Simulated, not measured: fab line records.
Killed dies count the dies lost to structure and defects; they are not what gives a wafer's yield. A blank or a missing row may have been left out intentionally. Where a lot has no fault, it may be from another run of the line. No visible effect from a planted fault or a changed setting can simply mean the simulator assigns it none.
A lot that was struck, set against a sound lot | flow n5Finfet | 40 steps out of a route of 1938
Sound: wafers L842.3, L842.4, L842.6. Struck: wafer L849.4 (left out: L849.3, L849.5 of the same lot, which were not struck); the cause appears at the end.
For every step that has rows: the tool of each side, followed by ch and its chambers, followed by its first start. Under that, the readings that differ: sound wafers | struck wafers | difference of the means | sigmas: that difference in standard deviations of wafers without a fault.
alike: readings whose means differ by less than 2 such deviations, and words and numbers that are the same on both sides. not compared: withheld readings, readings that some wafer has no value for, bounds like >300 that may hide the same value, and numbers for which the record gives no deviation and whose values overlap.
A row with sigmas, a row that says differs or no value, or rows on one side alone: a step with any of these is where the two part. Numbers that have no deviation but don't overlap get no sigmas and don't part them. A reading that every wafer of one side lacks parts them only if that side has two wafers or more.

first, 9 steps without rows for these wafers: N5_MOL_CONTACT_COAG_PRE_CLEAN_121; N5_MOL_CONTACT_COAG_CVD_140 (deposits W, target thk 66.5 nm, time 215 s); N5_MOL_CONTACT_COAG_PRECLEAN_127 (cleans in DIW, time 57.5 s); N5_MOL_CONTACT_COAG_SRD_128 (dry time 32 s); N5_MOL_CONTACT_COAG_CMP_52 (polishes, stops on SiO2, t overpolish 1.5 s, target thk 66.5 nm); N5_MOL_CONTACT_COAG_ANNEAL_112 (time 1800 s); N5_BEOL_M0_SAQP_PECVD_00 (deposits SiCN from 3MS/NH3, target thk 8 nm, time 14 s); N5_BEOL_M0_SAQP_ILD_DEP_01 (deposits SiOC from DEMS/O2, target thk 45.419 nm, time 8.7 s); N5_BEOL_M0_SAQP_HM_DEP_02 (deposits TiN, target thk 12 nm).
N5_BEOL_M0_SAQP_PECVD_03: deposits SiCN from 3MS/NH3, target thk 12 nm, time 21.1 s.
  sound on pecvd-03 ch 0,2, day 5 21:15; struck on pecvd-03 ch 1, day 7 13:37
reading                                        | sound          | struck | difference | sigmas
runLengthS (s)                                 | 51.3 52.1 50.9 | 62.8   | +11.4      | +17
model.SiCN_of_BEOL_M0_SAQP_PECVD_03.thkNm (nm) | 11.6 11.6 11.8 | 19.4   | +7.7       | 
  alike: showerheadPlenumPTorr, showerheadVppV, throttleValvePct
then, 25 steps without rows for these wafers: N5_BEOL_M0_SAQP_PECVD_96 (deposits a-Si from SiH4/He, target thk 45 nm, time 45.2 s); N5_BEOL_M0_SAQP_PECVD_97 (deposits SiNx from SiH4/NH3/N2, target thk 23 nm, time 19.9 s); N5_BEOL_M0_SAQP_PECVD_04 (deposits a-Si from SiH4/He, target thk 60 nm, time 60.2 s); N5_BEOL_M0_SAQP_HM_DEP_111 (deposits SiO2 from SiH4/N2O, target thk 12 nm, time 7.2 s); N5_BEOL_M0_SAQP_COAT_81 (time 60 s, resist thk 100 nm); N5_BEOL_M0_SAQP_COAT_82 (time 60 s, resist thk 30 nm); N5_BEOL_M0_SAQP_COAT_08 (resist thk 90 nm); N5_BEOL_M0_SAQP_EBR_10; N5_BEOL_M0_SAQP_SOFTBAKE_09 (time 60 s); N5_BEOL_M0_SAQP_EXPOSE_11 (exposes mask M0 CORE, target cd 42 nm); N5_BEOL_M0_SAQP_PEB_12 (peb time 60 s); N5_BEOL_M0_SAQP_DEVELOP_13 (develop time 30 s); N5_BEOL_M0_SAQP_DESCUM_19 (chemistry O2, time 7.9 s); N5_BEOL_M0_SAQP_ETCH_83 (etches SiARC in CF4, target depth 39 nm, time 65 s); N5_BEOL_M0_SAQP_ETCH_84 (etches SOC in N2/H2, target depth 100 nm, overetch 20 nm, time 150 s); N5_BEOL_M0_SAQP_STRIP_80 (strips in N2/H2); N5_BEOL_M0_SAQP_HM_OPEN_112 (chemistry CHF3/O2, target SiO2, stops on a-Si, target depth 12 nm, time 13.5 s); N5_BEOL_M0_SAQP_STRIP_113 (strips in CHF3/O2); N5_BEOL_M0_SAQP_MANDREL_ETCH_20 (etches a-Si in HBr/Cl2, stops on SiNx, target depth 60 nm, bt time 10 s, time 30 s); N5_BEOL_M0_SAQP_STRIP_86 (strips in N2/H2); N5_BEOL_M0_SAQP_STRIP_115 (strips in post etch residue remover, time 60 s); N5_BEOL_M0_SAQP_SRD_93 (time 30 s); N5_BEOL_M0_SAQP_RECESS_114 (chemistry HF/NH3, target SiO2, target depth 14.4 nm, afs cycles 3, sublimation time 60 s); N5_BEOL_M0_SAQP_SPACER1_ALD_98 (deposits SiO2, target thk 12.8 nm, pulse time 1 s, purge time 2 s); N5_BEOL_M0_SAQP_SPACER1_ETCHBACK_99 (etches SiO2 in CHF3/O2, target depth 15.4 nm, time 7.7 s).
N5_BEOL_M0_SAQP_RECESS_109: chemistry HF/NH3, target SiO2, target depth 3 nm, afs cycles 1, sublimation time 60 s.
  sound on vaporEtch-02 ch 0,1, day 6 00:57; struck on vaporEtch-02 ch 0, day 7 17:34
reading                                        | sound       | struck | difference | sigmas
model.SiCN_of_BEOL_M0_SAQP_PECVD_03.thkNm (nm) | 8.4 8.2 8.4 | 15.8   | +7.5       | 
  alike: drypumpMotorCurrentA
N5_BEOL_M0_ETCH_138: etches SiCN in CH3F/O2, target depth 12 nm, time 31.6 s.
  sound on rieDiel-02 ch 0,1,2, day 6 04:11; struck on rieDiel-06 ch 2, day 7 20:58
reading                  | sound             | struck | difference | sigmas
drypumpMotorCurrentA (A) | 5.61 5.42 5.88    | 6.26   | +0.62      | +2
etchRfOnTimeS (s)        | 29.7 28.1 28.8    | 31.3   | +2.4       | +3
rfVppV (V)               | 297.8 297.0 299.3 | 294.5  | -3.5       | -2
model.etch.depthNm (nm)  | 8.321 8.233 8.367 | 9.231  | +0.924     | 
  alike: biasW, oesProductAu, showerheadPlenumPTorr, throttleValvePct
  not compared: rfHoursCounterH
N5_BEOL_M0_ETCH_128: etches SiCN in CF4/N2, target depth 12 nm, overetch 5.1 nm, time 21.4 s.
  sound on rieDiel-06 ch 0,1, day 6 06:38; struck on rieDiel-03 ch 1, day 8 01:40
reading                 | sound             | struck | difference | sigmas
oesProductAu (a.u.)     | 0.51 0.51 0.52    | 0.68   | +0.17      | +4
model.etch.depthNm (nm) | 8.321 8.233 8.367 | 15.86  | +7.55      | 
  alike: biasW, drypumpMotorCurrentA, rfVppV, showerheadPlenumPTorr, throttleValvePct
  not compared: rfHoursCounterH
-- record jumps: 2 days separate the struck wafers' starts on either side; left off in module BEOL_M0, taken up again in module BEOL_M4, whose first shown step is the route's number 1111 --
N5_BEOL_M4_RC_MEAS_101:
  sound on prober-02 ch 0, day 8 11:16; struck on prober-02 ch 0, day 10 06:15
reading        | sound          | struck | difference | sigmas
DIBL_N (mV/V)  | 36.5 39.6 38.2 | 33.9   | -4.2       | -2
DIBL_P (mV/V)  | 37.7 40.6 39.9 | 32.3   | -7.1       | -3
IOFF_N (nA/um) | 0.16 0.20 0.20 | 0.11   | -0.08      | -2
SS_P (mV/dec)  | 73.4 74.4 74.4 | 72.4   | -1.7       | -3
  alike: IOFF_P, ION_N, ION_P, SS_N, VT_N, VT_P
then, 1 step without rows for these wafers: N5_PASSIVATION_PROBE_49.

== WHERE THEY PART ==
Earliest at N5_BEOL_M0_SAQP_PECVD_03; latest, in this record, at N5_BEOL_M4_RC_MEAS_101.

WHY: what the simulator had put in
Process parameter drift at N5_BEOL_M0_SAQP_PECVD_03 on pecvd-03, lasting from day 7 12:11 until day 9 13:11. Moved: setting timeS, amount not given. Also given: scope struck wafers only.
